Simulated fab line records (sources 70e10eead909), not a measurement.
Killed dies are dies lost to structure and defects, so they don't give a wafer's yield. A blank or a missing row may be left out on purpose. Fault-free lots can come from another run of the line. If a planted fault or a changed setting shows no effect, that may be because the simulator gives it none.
Matching of chambers | flow nandHarc | 4 sister chambers for NHARC_P_GATE_DESCUM_48 on rieDiel-06
The step chemistry O2, time 3 s. 18 wafers are shown with their chamber, then 9 later ones without.

== WAFERS WITH THEIR CHAMBER ==
wafer  | chamber | oesProductAu (a.u.) | rfVppV (V) | throttleValvePct (%)
L525.1 | 3       | 1.001               | 57.8       | 11.320
L525.2 | 2       | 1.008               | 56.3       | 11.326
L525.6 | 3       | 1.000               | 58.0       | 11.309
L523.1 | 3       | 1.001               | 59.2       | 11.313
L523.5 | 1       | 0.982               | 57.7       | 11.329
L523.6 | 0       | 0.993               | 58.8       | 11.299
L528.4 | 1       | 0.994               | 59.1       | 11.304
L528.5 | 2       | 1.011               | 58.0       | 11.316
L528.6 | 3       | 0.992               | 57.5       | 11.312
L531.1 | 0       | 1.002               | 58.3       | 11.313
L531.2 | 2       | 1.016               | 57.6       | 11.303
L531.5 | 0       | 0.985               | 58.2       | 11.337
L538.2 | 3       | 0.998               | 57.2       | 11.322
L538.4 | 2       | 1.014               | 58.1       | 11.310
L538.5 | 2       | 1.016               | 58.8       | 11.307
L541.1 | 3       | 0.991               | 56.9       | 11.302
L541.2 | 0       | 0.999               | 57.5       | 11.327
L541.6 | 0       | 0.993               | 59.1       | 11.311

SIGNATURES (means of the wafers above)
reading          | chamber 0 | chamber 1 | chamber 2 | chamber 3 | scatter within a chamber
oesProductAu     | 0.99440   | 0.98800   | 1.01300   | 0.99717   | 0.00531
rfVppV           | 58.380    | 58.400    | 57.760    | 57.767    | 0.809
throttleValvePct | 11.31740  | 11.31650  | 11.31240  | 11.31300  | 0.0113
Rule: a wafer's distance from a chamber is the root of the sum, over the readings, of the square of ((its reading less the chamber's mean) divided by the reading's scatter). The wafer belongs to the nearest chamber; if the next one is less than 2 further off, it can't be placed. How the scatter is found: for the shown wafers, subtract from each reading the mean of its chamber, square and add these, divide the total by (wafers less chambers), then take the root.

== WAFERS WITHOUT THEIR CHAMBER ==
wafer  | oesProductAu (a.u.) | rfVppV (V) | throttleValvePct (%)
L542.1 | 0.999               | 58.7       | 11.303
L542.2 | 1.017               | 57.4       | 11.324
L542.6 | 1.000               | 57.9       | 11.315
L546.1 | 0.990               | 57.7       | 11.292
L546.2 | 1.014               | 57.8       | 11.307
L546.6 | 0.985               | 58.4       | 11.325
L545.1 | 1.016               | 57.9       | 11.307
L545.4 | 1.014               | 58.0       | 11.317
L545.5 | 0.992               | 58.3       | 11.291

== CHAMBER TAKEN BY EACH ==
wafer  | from the rows above               | in truth
L542.1 | can't be placed: 3 or 0 or 1 or 2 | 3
L542.2 | 2                                 | 2
L542.6 | can't be placed: 3 or 0 or 1 or 2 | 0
L546.1 | can't be placed: 3 or 1 or 0      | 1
L546.2 | 2                                 | 2
L546.6 | can't be placed: 1 or 0 or 3      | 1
L545.1 | 2                                 | 2
L545.4 | 2                                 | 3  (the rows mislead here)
L545.5 | can't be placed: 3 or 0 or 1      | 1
Placed correctly: 3 of 9. Not placeable from these rows: 5 (in 5, the candidates include the true chamber). Wrongly placed: 1.
